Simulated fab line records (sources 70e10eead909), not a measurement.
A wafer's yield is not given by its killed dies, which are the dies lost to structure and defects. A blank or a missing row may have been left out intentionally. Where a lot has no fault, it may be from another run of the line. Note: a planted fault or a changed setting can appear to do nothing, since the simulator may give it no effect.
What tool caused it?	flow nand harc	42 wafers from 14 lots sampled at 4 of the route's 1302 steps

## WHAT EACH GAUGE READ, for each wafer
The record lacks any reading of a measuring or inspecting step that a usual standard deviation could be used to judge.

## WHICH TOOL RAN EACH LOT (tool, then ch and the chambers of the sampled wafers, then the start)
lot	NHARC_A_CONTACT_ETCH_50	NHARC_A_CONTACT_ETCH_123	NHARC_A_CONTACT_ETCH_90	NHARC_A_CONTACT_ETCH_96
L787	rie diel-11 ch 1,2, day 21 22:17 or earlier	har cap etch-02 ch 0,1, day 21 22:17	rie diel-13 ch 1,2,3, day 21 23:07	rie diel-13 ch 1,3, no start
L789	rie diel-08 ch 0,1,2, day 21 23:35 or earlier	har cap etch-03 ch 1, day 21 23:35	rie diel-13 ch 0,2,3, day 22 00:37	rie diel-13 ch 0,2, no start
L788	rie diel-13 ch 0,1,3, day 22 00:42 or earlier	har cap etch-02 ch 1, day 22 00:42	rie diel-11 ch 0,1, day 22 01:41	rie diel-11 ch 1,3, no start
L790	rie diel-13 ch 1,2,3, day 22 15:32 or earlier	har cap etch-01 ch 0,1, day 22 15:32	rie diel-11 ch 0,1,2, day 22 18:28	rie diel-11 ch 0,1,2, no start
L791	rie diel-11 ch 1,2,3, day 22 23:59 or earlier	har cap etch-02 ch 0,1, day 22 23:59	rie diel-13 ch 1,2,3, day 23 01:08	rie diel-13 ch 2,3, no start
L793	rie diel-11 ch 1,2, day 23 20:21 or earlier	har cap etch-01 ch 0,1, day 23 20:21	rie diel-13 ch 0,1, day 23 21:10	rie diel-13 ch 2,3, no start
L792	rie diel-11 ch 1,3, day 23 21:02 or earlier	har cap etch-02 ch 1, day 23 21:02	rie diel-13 ch 2,3, day 23 22:01	rie diel-13 ch 0,2,3, no start
L796	rie diel-13 ch 0,3, day 25 05:46 or earlier	har cap etch-01 ch 0,1, day 25 05:46	rie diel-13 ch 0,1, day 25 06:44	rie diel-13 ch 1,2,3, no start
L795	rie diel-08 ch 0,2,3, day 25 21:14 or earlier	har cap etch-01 ch 0,1, day 25 21:14	rie diel-11 ch 0,2,3, day 25 22:17	rie diel-11 ch 0,1,3, no start
L804	rie diel-13 ch 0,1,2, day 29 05:53 or earlier	har cap etch-03 ch 0,1, day 29 05:53	rie diel-11 ch 0,1,3, day 29 06:43	rie diel-11 ch 0,1,3, no start
L805	rie diel-13 ch 1,2,3, day 29 08:10 or earlier	har cap etch-01 ch 0,1, day 29 08:10	rie diel-11 ch 0,1,2, day 29 09:09	rie diel-11 ch 0,2,3, no start
L806	rie diel-11 ch 2,3, day 29 16:16 or earlier	har cap etch-01 ch 0,1, day 29 16:16	rie diel-13 ch 1,2, day 29 17:05	rie diel-13 ch 0,1, no start
L808	rie diel-08 ch 0,3, day 30 08:01 or earlier	har cap etch-01 ch 0,1, day 30 08:01	rie diel-08 ch 0,1,3, day 30 08:59	rie diel-08 ch 1,3, no start
L810	rie diel-13 ch 0,2,3, day 31 04:11 or earlier	har cap etch-02 ch 0,1, day 31 04:11	rie diel-13 ch 0,1,3, day 31 05:05	rie diel-13 ch 1,2,3, no start
- NHARC_A_CONTACT_ETCH_50: etches the open film in CF4/CHF3, target depth 121 nm, time 60.5 s.
- NHARC_A_CONTACT_ETCH_123: etches the open film in C4F8/O2/Ar, time 490 s, target depth 2110 nm.
- NHARC_A_CONTACT_ETCH_90: etches the open film in CH3F/O2, target depth 40 nm, time 85.7 s.
- NHARC_A_CONTACT_ETCH_96: etches the open film in C4F6/O2, target depth 20 nm, time 10 s.

## AS READ BY THE TOOLS THEMSELVES (means over the sampled wafers that have a number; for cases with no such wafer, the mark the record gives instead)
NHARC_A_CONTACT_ETCH_50.
lot	tool	bias w (W)	chamber pressure mTorr (mTorr)	drypump motor current A (A)	oes product au (a.u.)	rf vpp V (V)	run length s (s)	showerhead plenum p Torr (Torr)	throttle valve pct (%)
L787	rie diel-11	200.1	24.995	5.5	0.967	368.4	82.1	1.534	16.811
L789	rie diel-08	199.8	25.006	5.7	0.921	368.9	81.2	1.549	16.807
L788	rie diel-13	200.5	25.008	5.3	0.943	369.9	81.5	1.535	16.798
L790	rie diel-13	200.0	25.023	5.6	0.979	368.1	81.7	1.531	16.805
L791	rie diel-11	199.9	24.990	5.4	0.927	369.0	82.0	1.542	16.803
L793	rie diel-11	199.6	24.994	5.6	0.919	370.5	82.2	1.531	16.799
L792	rie diel-11	200.1	25.011	5.6	0.926	370.0	82.2	1.541	16.799
L796	rie diel-13	199.9	24.998	5.2	0.920	369.1	81.7	1.508	16.804
L795	rie diel-08	199.9	25.000	5.9	0.961	369.2	81.7	1.535	16.800
L804	rie diel-13	199.7	24.984	5.5	0.968	369.3	81.4	1.507	16.804
L805	rie diel-13	200.1	25.002	5.6	0.929	369.7	81.6	1.525	16.810
L806	rie diel-11	200.7	24.996	5.2	0.929	369.1	81.9	1.536	16.808
L808	rie diel-08	199.8	25.016	5.8	0.911	369.1	81.9	1.521	16.799
L810	rie diel-13	200.0	25.014	5.6	0.972	368.4	81.6	1.499	16.805

NHARC_A_CONTACT_ETCH_123.
lot	tool	chamber pressure mTorr (mTorr)	oes air line au (a.u.)	run length s (s)
L787	har cap etch-02	20.000	0.992	521.0
L789	har cap etch-03	20.008	0.981	522.1
L788	har cap etch-02	19.994	0.988	520.7
L790	har cap etch-01	19.989	0.985	521.6
L791	har cap etch-02	19.995	0.995	521.1
L793	har cap etch-01	20.010	1.005	521.4
L792	har cap etch-02	20.019	1.014	520.8
L796	har cap etch-01	19.992	0.990	521.9
L795	har cap etch-01	19.997	1.011	521.7
L804	har cap etch-03	19.989	1.008	521.2
L805	har cap etch-01	20.001	1.003	521.4
L806	har cap etch-01	20.012	1.009	521.4
L808	har cap etch-01	19.990	1.006	521.9
L810	har cap etch-02	20.003	1.008	521.1

NHARC_A_CONTACT_ETCH_90.
lot	tool	bias w (W)	chamber pressure mTorr (mTorr)	drypump motor current A (A)	oes product au (a.u.)	rf vpp V (V)	run length s (s)	showerhead plenum p Torr (Torr)	throttle valve pct (%)
L787	rie diel-13	100.13	24.993	5.6	0.99	243.5	107.0	2.39	20.660
L789	rie diel-13	99.78	25.003	5.6	1.00	243.3	107.1	2.36	20.664
L788	rie diel-11	99.83	25.002	5.8	1.00	244.2	107.0	2.41	20.667
L790	rie diel-11	100.15	25.002	5.6	0.99	243.4	107.1	2.41	20.666
L791	rie diel-13	99.93	25.000	5.6	1.01	243.0	106.6	2.39	20.655
L793	rie diel-13	100.01	24.993	5.2	1.00	243.5	106.9	2.40	20.663
L792	rie diel-13	100.10	24.989	5.9	1.01	243.1	106.9	2.34	20.662
L796	rie diel-13	100.20	25.003	5.2	0.93	243.8	106.4	2.40	20.668
L795	rie diel-11	99.97	25.029	5.4	0.92	244.0	106.6	2.41	20.674
L804	rie diel-11	99.97	25.017	5.6	1.01	243.6	95.2	2.40	20.664
L805	rie diel-11	100.17	25.014	5.6	1.00	244.7	95.9	2.39	20.670
L806	rie diel-13	100.06	25.009	5.9	0.93	243.1	106.6	2.35	20.667
L808	rie diel-08	99.85	25.001	5.6	0.92	243.8	106.7	2.39	20.659
L810	rie diel-13	100.09	25.014	5.3	0.92	242.7	106.8	2.38	20.668

NHARC_A_CONTACT_ETCH_96.
lot	tool	bias w (W)	c4f6 flow sccm (sccm)	chamber pressure mTorr (mTorr)	drypump motor current A (A)	oes product au (a.u.)	rf vpp V (V)	run length s (s)	showerhead plenum p Torr (Torr)	throttle valve pct (%)
L787	rie diel-13	500.7	24.96	30.014	5.3	1.002	545.8	30.9	3.87	26.906
L789	rie diel-13	500.2	25.03	30.003	5.9	0.999	543.0	31.0	3.72	26.906
L788	rie diel-11	499.4	25.05	29.998	5.3	1.000	545.9	31.1	3.88	26.893
L790	rie diel-11	499.2	24.98	30.010	5.7	0.994	546.1	31.2	3.85	26.906
L791	rie diel-13	500.1	24.99	30.017	5.7	1.010	544.5	30.9	3.81	26.908
L793	rie diel-13	498.4	25.02	29.994	5.7	1.013	545.1	30.9	3.81	26.902
L792	rie diel-13	499.6	24.95	29.999	5.6	0.999	543.4	31.0	3.77	26.894
L796	rie diel-13	500.7	25.01	30.010	5.6	0.961	543.6	30.9	3.82	26.899
L795	rie diel-11	499.3	24.99	29.974	5.6	0.962	544.9	31.0	3.85	26.907
L804	rie diel-11	500.3	24.98	30.014	5.5	1.017	545.8	31.0	3.84	26.906
L805	rie diel-11	500.7	24.97	30.000	5.4	1.007	545.2	30.9	3.83	26.908
L806	rie diel-13	501.9	25.02	29.993	5.2	0.952	544.2	30.7	3.82	26.907
L808	rie diel-08	498.3	25.06	30.001	5.8	0.942	544.9	30.8	3.82	26.912
L810	rie diel-13	500.7	25.02	29.985	5.6	0.953	543.9	30.8	3.80	26.900

## THE ANSWER, worked out from the rows above alone
Rule: the usual values come from the lots themselves. Put in order of their means at a reading, lots are off if they are a third of the lots or fewer, leave a main group of 4 or more, and stand apart from it by a gap of 3 or more times the standard deviation of the main group's means; of several such gaps the widest counts. If all means in a main group match to the digits the tables above print for the reading, that group is not used. A lot without any number at a reading at which 4 lots or more have one is off too. All remaining lots with rows at the step are treated as sound. First the gauges in route order, then the tools' own readings, where a lot's mean is used as printed above. The first step at which some lot is off is used, and at that step the reading that is off furthest; a lot without a number counts as furthest.
Off at NHARC_A_CONTACT_ETCH_90 (run length s): L804, L805. Mean 106.8 s and standard deviation 0.22 in the main group.
A tool fits if, at that step or a process step before it, it ran every lot that is off, and no sound lot after the first of them. Because NHARC_A_CONTACT_ETCH_50 lacks a start for some lots, the hours and order of its lots are taken from NHARC_A_CONTACT_ETCH_123. One fits: NHARC_A_CONTACT_ETCH_90 on rie diel-11. A fault onset in the window from L795 (day 25 22:17, its last sound lot) to L804 (day 29 06:43, its first lot off) fits.
On the lots that are off, the tool's own readings at NHARC_A_CONTACT_ETCH_90 differ by more than 5 times the standard deviation of the sound lots' means, which bears it out; run length s reads 95.6 s there versus 106.8 s on the sound lots.

## WHAT THE SIMULATOR HAD INSERTED
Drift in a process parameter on rie diel-11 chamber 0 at NHARC_A_CONTACT_ETCH_90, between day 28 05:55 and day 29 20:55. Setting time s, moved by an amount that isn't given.
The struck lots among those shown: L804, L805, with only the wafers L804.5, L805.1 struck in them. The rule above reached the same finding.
